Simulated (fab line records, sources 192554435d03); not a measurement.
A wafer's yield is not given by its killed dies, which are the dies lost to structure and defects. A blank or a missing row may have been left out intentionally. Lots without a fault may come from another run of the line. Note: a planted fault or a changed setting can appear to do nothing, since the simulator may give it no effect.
Struck lot and sound lot, side by side ; flow n5 finfet ; 19 out of 1938 route steps
Sound: the wafers L518.4, L518.5, L518.6. Struck: wafers L525.1, L525.4, L525.5. At the end, the cause is stated.
Each step with rows lists, per side, the tool, then ch with its chambers, then its first start. Under that, the readings that differ: sound wafers ; struck wafers ; difference of the means ; sigmas: that difference in standard deviations of wafers without a fault.
alike: a reading whose means differ by less than 2 such deviations, as well as words and numbers matching on both sides. not compared: withheld readings; readings where some wafer has no value; bounds like >300 that might hide an equal value; numbers whose values overlap and for which the record gives no deviation.
Wherever a step has rows on one side only, a row that says differs or no value, or a row with sigmas, the two part there. Numbers that have no deviation but don't overlap get no sigmas and don't part them. Lack of a reading on every wafer of one side parts them only where that side has two or more wafers.

N5_BEOL_M3_INSPECT_30: inspects for defects (brightfield).
  sound: defect inspect-02 at day 7 16:20; struck: defect inspect-01 at day 9 13:50
reading;sound;struck;difference;sigmas
raw defect count;417 345 382;576 661 603;+232;+2
N5_BEOL_M3_DESCUM_33: chemistry O2, time 7 s.
  sound on rie diel-04 ch 1,2, day 7 16:22; struck on rie diel-03 ch 0,2,3, day 9 13:53
reading;sound;struck;difference;sigmas
drypump motor current A (A);5.0 5.0 5.0;5.9 6.0 5.8;+0.9;+2
  alike: oes product au, rf vpp V, showerhead plenum p Torr, throttle valve pct
  not compared: rf hours counter h
N5_BEOL_M3_ETCH_77: etches underlayer in N2/H2, target depth 6.5 nm, time 5.2 s.
  sound on rie diel-04 ch 1,2, day 7 16:24; struck on rie diel-03 ch 0,2,3, day 9 13:55
reading;sound;struck;difference;sigmas
drypump motor current A (A);5.0 5.0 5.0;6.0 6.0 5.8;+0.9;+2
  alike: bias w, etch rf on time s, n2 flow sccm, oes product au, rf vpp V, showerhead plenum p Torr, throttle valve pct
  not compared: rf hours counter h
then, 6 steps without rows for these wafers: N5_BEOL_M3_ETCH_69 (etches SiARC in CF4, target depth 15.6 nm, time 26 s); N5_BEOL_M3_ALD_98 (deposits SiO2, target thk 2.5 nm, pulse time 1 s, co reactant pulse time 1 s); N5_BEOL_M3_ETCHBACK_99 (etches SiO2 in CHF3, target depth 5 nm, time 10.4 s); N5_BEOL_M3_ETCH_70 (etches SOC in N2/H2, target depth 80 nm, overetch 16 nm, time 120 s); N5_BEOL_M3_STRIP_71 (strips in N2/H2); N5_BEOL_M3_STRIP_78 (strips in N2/H2).
N5_BEOL_M3_VIA_ETCH_34: etches the open film in C4F6/O2, target depth 69.4 nm, time 65.9 s.
  sound on rie diel-03 ch 0,3, day 7 21:51; struck on rie diel-03 ch 2,3, day 9 16:08
  alike: bias w, drypump motor current A, oes product au, rf vpp V, showerhead plenum p Torr, throttle valve pct
  not compared: rf hours counter h
then, 1 step without rows for these wafers: N5_BEOL_M3_STRIP_83 (strips in C4F6/O2).
N5_BEOL_M3_STRIP_36: strips in N2/H2.
  sound on rie diel-03 ch 0,3, day 7 21:56; struck on rie diel-03 ch 2,3, day 9 16:11
  alike: drypump motor current A, n2 flow sccm, oes product au, power w, rf vpp V, showerhead plenum p Torr, throttle valve pct
  not compared: rf hours counter h
N5_BEOL_M3_TRENCH_ETCH_37: etches SiOC in C4F6/O2, target depth 55.555 nm, time 29.2 s.
  sound on rie diel-03 ch 0,3, day 7 21:59; struck on rie diel-03 ch 2,3, day 9 16:14
reading;sound;struck;difference;sigmas
bias w (W);185.3 185.6 185.3;124.4 124.3 123.7;-61.3;-96
rf vpp V (V);685 685 653;500 495 498;-177;-14
model.BEOL_M3.feature depth nm (nm);55.4 55.8 53;50.4 49 50.8;-4.7;
model.etch.depth nm (nm);55.44 55.71 52.92;50.36 49 50.7;-4.67;
model.TiN_of_BEOL_M3_HM_DEP_02.thk nm (nm);17.4 17.4 18;18.4 18.4 18.2;+0.7;
  alike: drypump motor current A, oes product au, showerhead plenum p Torr, throttle valve pct
  not compared: rf hours counter h
N5_BEOL_M3_ETCH_41: etches SiCN in CH3F/O2, target depth 29.9 nm, time 52.5 s.
  sound on rie diel-03 ch 0,3; struck on rie diel-03 ch 2,3
  alike: bias w, drypump motor current A, oes product au, rf vpp V, showerhead plenum p Torr, throttle valve pct
  not compared: rf hours counter h
then, 1 step without rows for these wafers: N5_BEOL_M3_STRIP_97 (strips in N2/H2, time 10 s).
N5_BEOL_M3_OCD_MEAS_38:
  sound: ocd-01 at day 7 22:11; struck: ocd-02 at day 9 16:23
reading;sound;struck;difference;sigmas
trench depth nm (nm);55.4 55.5 52.9;50.4 49.2 50.6;-4.5;-5
then, 1 step without rows for these wafers: N5_BEOL_M3_HM_STRIP_39 (strips TiN in peroxide tin strip, target depth 25 nm, time 158 s).
N5_BEOL_M4_RC_MEAS_101:
  sound on prober-02 ch 0, day 8 18:35; struck on prober-02 ch 0, day 10 09:26
  alike: DIBL_N, DIBL_P, IOFF_N, IOFF_P, ION_N, ION_P, SS_N, SS_P, VT_N, VT_P
after that, 1 step had no rows for these wafers: N5_PASSIVATION_PROBE_49.

## WHERE THEY PART
First at N5_BEOL_M3_INSPECT_30; last, within this record, at N5_BEOL_M3_OCD_MEAS_38. Later steps at which nothing parts them and some readings are alike: N5_BEOL_M4_RC_MEAS_101.

WHY: the cause the simulator had injected
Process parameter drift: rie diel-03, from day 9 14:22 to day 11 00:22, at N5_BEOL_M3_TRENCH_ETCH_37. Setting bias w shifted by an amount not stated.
